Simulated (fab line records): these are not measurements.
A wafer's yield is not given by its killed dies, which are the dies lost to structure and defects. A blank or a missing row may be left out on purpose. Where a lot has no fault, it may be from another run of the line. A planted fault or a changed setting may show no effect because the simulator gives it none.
Which tool is to blame? || flow nandHarc || 24 lots, 72 wafers sampled, at 3 steps of a route of 1159

WHAT THE GAUGES SHOWED, per wafer
NHARC_A_CONTACT_OVL_MEAS_70.
{"lot": "L076", "measured": "day 16 22:56", "on": "overlay-01", "overlayXNm (nm)": "0.7 0.1 0.6", "overlayYNm (nm)": "0.6 1.0 1.1"}
{"lot": "L075", "measured": "day 17 00:26", "on": "overlay-02", "overlayXNm (nm)": "-0.4 -0.6 -0.5", "overlayYNm (nm)": "1.2 1.2 1.4"}
{"lot": "L077", "measured": "day 17 02:09", "on": "overlay-01", "overlayXNm (nm)": "-0.3 0.4 -0.2", "overlayYNm (nm)": "-1.5 -2.2 -2.5"}
{"lot": "L080", "measured": "day 17 13:34", "on": "overlay-01", "overlayXNm (nm)": "0.2 0.5 0.7", "overlayYNm (nm)": "1.8 1.6 1.2"}
{"lot": "L078", "measured": "day 17 17:29", "on": "overlay-01", "overlayXNm (nm)": "-0.7 0.3 -0.1", "overlayYNm (nm)": "-1.3 -0.9 -0.7"}
{"lot": "L079", "measured": "day 17 22:37", "on": "overlay-02", "overlayXNm (nm)": "-1.7 -1.4 -1.9", "overlayYNm (nm)": "-0.9 -1.1 -0.9"}
{"lot": "L074", "measured": "day 18 00:50", "on": "overlay-02", "overlayXNm (nm)": "-1.5 -1.9 -1.8", "overlayYNm (nm)": "1.2 1.0 1.9"}
{"lot": "L081", "measured": "day 18 09:40", "on": "overlay-02", "overlayXNm (nm)": "0.1 0.3 0.3", "overlayYNm (nm)": "-0.1 0.1 -0.6"}
{"lot": "L082", "measured": "day 18 11:16", "on": "overlay-02", "overlayXNm (nm)": "1.1 0.9 0.4", "overlayYNm (nm)": "-1.1 -1.5 -1.1"}
{"lot": "L083", "measured": "day 19 00:22", "on": "overlay-01", "overlayXNm (nm)": "-0.7 -0.9 -1.1", "overlayYNm (nm)": "-0.5 -0.2 -0.6"}
{"lot": "L085", "measured": "day 19 03:25", "on": "overlay-01", "overlayXNm (nm)": "0.1 -0.5 0.3", "overlayYNm (nm)": "-1.0 -1.0 -1.1"}
{"lot": "L084", "measured": "day 19 09:11", "on": "overlay-01", "overlayXNm (nm)": "-1.4 -1.8 -1.9", "overlayYNm (nm)": "0.6 0.3 0.6"}
{"lot": "L088", "measured": "day 19 12:10", "on": "overlay-01", "overlayXNm (nm)": "0.6 0.4 0.3", "overlayYNm (nm)": "-0.6 -0.8 -0.6"}
{"lot": "L087", "measured": "day 19 13:46", "on": "overlay-02", "overlayXNm (nm)": "0.6 0.0 0.2", "overlayYNm (nm)": "1.6 0.8 1.1"}
{"lot": "L086", "measured": "day 19 19:47", "on": "overlay-01", "overlayXNm (nm)": "-1.7 -1.1 -1.3", "overlayYNm (nm)": "0.0 -0.5 -0.4"}
{"lot": "L089", "measured": "day 20 16:02", "on": "overlay-02", "overlayXNm (nm)": "0.5 0.4 0.6", "overlayYNm (nm)": "-0.8 -1.4 -1.0"}
{"lot": "L090", "measured": "day 20 18:24", "on": "overlay-01", "overlayXNm (nm)": "-1.4 -1.3 -1.3", "overlayYNm (nm)": "1.4 2.0 0.9"}
{"lot": "L094", "measured": "day 20 22:32", "on": "overlay-01", "overlayXNm (nm)": "-0.1 -0.2 0.1", "overlayYNm (nm)": "-1.7 -1.6 -1.8"}
{"lot": "L091", "measured": "day 21 06:35", "on": "overlay-02", "overlayXNm (nm)": "0.9 0.8 0.5", "overlayYNm (nm)": "-0.7 0.0 -0.7"}
{"lot": "L092", "measured": "day 21 08:19", "on": "overlay-01", "overlayXNm (nm)": "0.6 0.1 1.6", "overlayYNm (nm)": "-1.6 -0.9 -1.2"}
{"lot": "L093", "measured": "day 21 12:29", "on": "overlay-02", "overlayXNm (nm)": "-0.4 -0.6 0.0", "overlayYNm (nm)": "0.1 0.1 -0.1"}
{"lot": "L095", "measured": "day 21 21:30", "on": "overlay-01", "overlayXNm (nm)": "2.0 1.5 1.7", "overlayYNm (nm)": "0.3 0.6 0.0"}
{"lot": "L096", "measured": "day 22 02:53", "on": "overlay-02", "overlayXNm (nm)": "0.2 -0.3 0.6", "overlayYNm (nm)": "0.9 0.9 1.0"}
{"lot": "L097", "measured": "day 22 09:58", "on": "overlay-01", "overlayXNm (nm)": "1.6 1.6 1.2", "overlayYNm (nm)": "0.6 0.5 0.7"}

TOOL THAT RAN EACH LOT (tool first, then ch and the chambers of the sampled wafers, then the start)
{"lot": "L076", "NHARC_A_CONTACT_ETCH_111": "harCapEtch-03 ch 0,1, day 16 16:48", "NHARC_A_CONTACT_ETCH_120": "harCapEtch-03 ch 0,1, day 16 17:43"}
{"lot": "L075", "NHARC_A_CONTACT_ETCH_111": "harCapEtch-02 ch 0,1, day 16 17:43", "NHARC_A_CONTACT_ETCH_120": "harCapEtch-02 ch 0,1, day 16 18:38"}
{"lot": "L077", "NHARC_A_CONTACT_ETCH_111": "harCapEtch-01 ch 0,1, day 16 20:47", "NHARC_A_CONTACT_ETCH_120": "harCapEtch-01 ch 0,1, day 16 21:41"}
{"lot": "L080", "NHARC_A_CONTACT_ETCH_111": "harCapEtch-03 ch 0,1, day 17 06:13", "NHARC_A_CONTACT_ETCH_120": "harCapEtch-03 ch 0,1, day 17 07:08"}
{"lot": "L078", "NHARC_A_CONTACT_ETCH_111": "harCapEtch-02 ch 0,1, day 17 11:24", "NHARC_A_CONTACT_ETCH_120": "harCapEtch-02 ch 0,1, day 17 12:19"}
{"lot": "L079", "NHARC_A_CONTACT_ETCH_111": "harCapEtch-03 ch 0,1, day 17 16:26", "NHARC_A_CONTACT_ETCH_120": "harCapEtch-03 ch 0,1, day 17 17:19"}
{"lot": "L074", "NHARC_A_CONTACT_ETCH_111": "harCapEtch-02 ch 0,1, day 17 19:11", "NHARC_A_CONTACT_ETCH_120": "harCapEtch-02 ch 0,1, day 17 20:07"}
{"lot": "L081", "NHARC_A_CONTACT_ETCH_111": "harCapEtch-01 ch 0,1, day 18 01:19", "NHARC_A_CONTACT_ETCH_120": "harCapEtch-01 ch 0,1, day 18 02:14"}
{"lot": "L082", "NHARC_A_CONTACT_ETCH_111": "harCapEtch-03 ch 0,1, day 18 01:50", "NHARC_A_CONTACT_ETCH_120": "harCapEtch-03 ch 0,1, day 18 02:45"}
{"lot": "L083", "NHARC_A_CONTACT_ETCH_111": "harCapEtch-01 ch 0,1, day 18 16:40", "NHARC_A_CONTACT_ETCH_120": "harCapEtch-01 ch 0,1, day 18 17:35"}
{"lot": "L085", "NHARC_A_CONTACT_ETCH_111": "harCapEtch-03 ch 0,1, day 18 19:40", "NHARC_A_CONTACT_ETCH_120": "harCapEtch-03 ch 0,1, day 18 20:34"}
{"lot": "L084", "NHARC_A_CONTACT_ETCH_111": "harCapEtch-03 ch 0,1, day 19 02:22", "NHARC_A_CONTACT_ETCH_120": "harCapEtch-03 ch 0,1, day 19 03:15"}
{"lot": "L088", "NHARC_A_CONTACT_ETCH_111": "harCapEtch-02 ch 0,1, day 19 06:36", "NHARC_A_CONTACT_ETCH_120": "harCapEtch-02 ch 0,1, day 19 07:32"}
{"lot": "L087", "NHARC_A_CONTACT_ETCH_111": "harCapEtch-03 ch 0,1, day 19 07:16", "NHARC_A_CONTACT_ETCH_120": "harCapEtch-03 ch 0,1, day 19 08:14"}
{"lot": "L086", "NHARC_A_CONTACT_ETCH_111": "harCapEtch-03 ch 0,1, day 19 14:06", "NHARC_A_CONTACT_ETCH_120": "harCapEtch-03 ch 0,1, day 19 15:02"}
{"lot": "L089", "NHARC_A_CONTACT_ETCH_111": "harCapEtch-02 ch 0,1, day 20 10:33", "NHARC_A_CONTACT_ETCH_120": "harCapEtch-02 ch 0,1, day 20 11:29"}
{"lot": "L090", "NHARC_A_CONTACT_ETCH_111": "harCapEtch-01 ch 0,1, day 20 12:54", "NHARC_A_CONTACT_ETCH_120": "harCapEtch-01 ch 0,1, day 20 13:48"}
{"lot": "L094", "NHARC_A_CONTACT_ETCH_111": "harCapEtch-03 ch 0,1, day 20 14:26", "NHARC_A_CONTACT_ETCH_120": "harCapEtch-03 ch 0,1, day 20 15:37"}
{"lot": "L091", "NHARC_A_CONTACT_ETCH_111": "harCapEtch-03 ch 0,1, day 20 23:20", "NHARC_A_CONTACT_ETCH_120": "harCapEtch-03 ch 0,1, day 21 00:14"}
{"lot": "L092", "NHARC_A_CONTACT_ETCH_111": "harCapEtch-01 ch 0,1, day 21 02:23", "NHARC_A_CONTACT_ETCH_120": "harCapEtch-01 ch 0,1, day 21 03:18"}
{"lot": "L093", "NHARC_A_CONTACT_ETCH_111": "harCapEtch-02 ch 0,1, day 21 06:33", "NHARC_A_CONTACT_ETCH_120": "harCapEtch-02 ch 0,1, day 21 07:43"}
{"lot": "L095", "NHARC_A_CONTACT_ETCH_111": "harCapEtch-02 ch 0,1, day 21 15:40", "NHARC_A_CONTACT_ETCH_120": "harCapEtch-02 ch 0,1, day 21 16:36"}
{"lot": "L096", "NHARC_A_CONTACT_ETCH_111": "harCapEtch-03 ch 0,1, day 21 19:35", "NHARC_A_CONTACT_ETCH_120": "harCapEtch-03 ch 0,1, day 21 20:47"}
{"lot": "L097", "NHARC_A_CONTACT_ETCH_111": "harCapEtch-02 ch 0,1, day 22 04:21", "NHARC_A_CONTACT_ETCH_120": "harCapEtch-02 ch 0,1, day 22 05:16"}
- NHARC_A_CONTACT_ETCH_111: etches the open film in C4F8/O2/Ar, time 140 s, target depth 700 nm.
- NHARC_A_CONTACT_ETCH_120: etches the open film in C4F8/O2/Ar, time 94 s, target depth 922 nm.

AS READ BY THE TOOLS THEMSELVES (means over the sampled wafers that have a number; for cases with no such wafer, the mark the record gives instead)
The record holds no such reading with a usual standard deviation.

THE ANSWER, worked out from the rows above alone
Rule: usual is defined by the lots themselves. The widest of any qualifying gaps counts: lots, ordered by their means at a reading, are off when they make up no more than a third of the lots, leave a main group of 4 or more, and stand apart from it by 3 or more times the standard deviation of that group's means. If all means in a main group match to the digits the tables above print for the reading, that group is not used. A lot without any number at a reading at which 4 lots or more have one is off too. Where the step has rows for the other lots, those lots are counted as sound. First the gauges in route order, then the tools' own readings, where a lot's mean is used as printed above. At the first step where some lot is off, the reading lying furthest off is the one used; lots without a number count as furthest.
Across all readings shown, no lot is off: no conclusion can be drawn from this.

WHAT THE SIMULATOR HAD PUT IN
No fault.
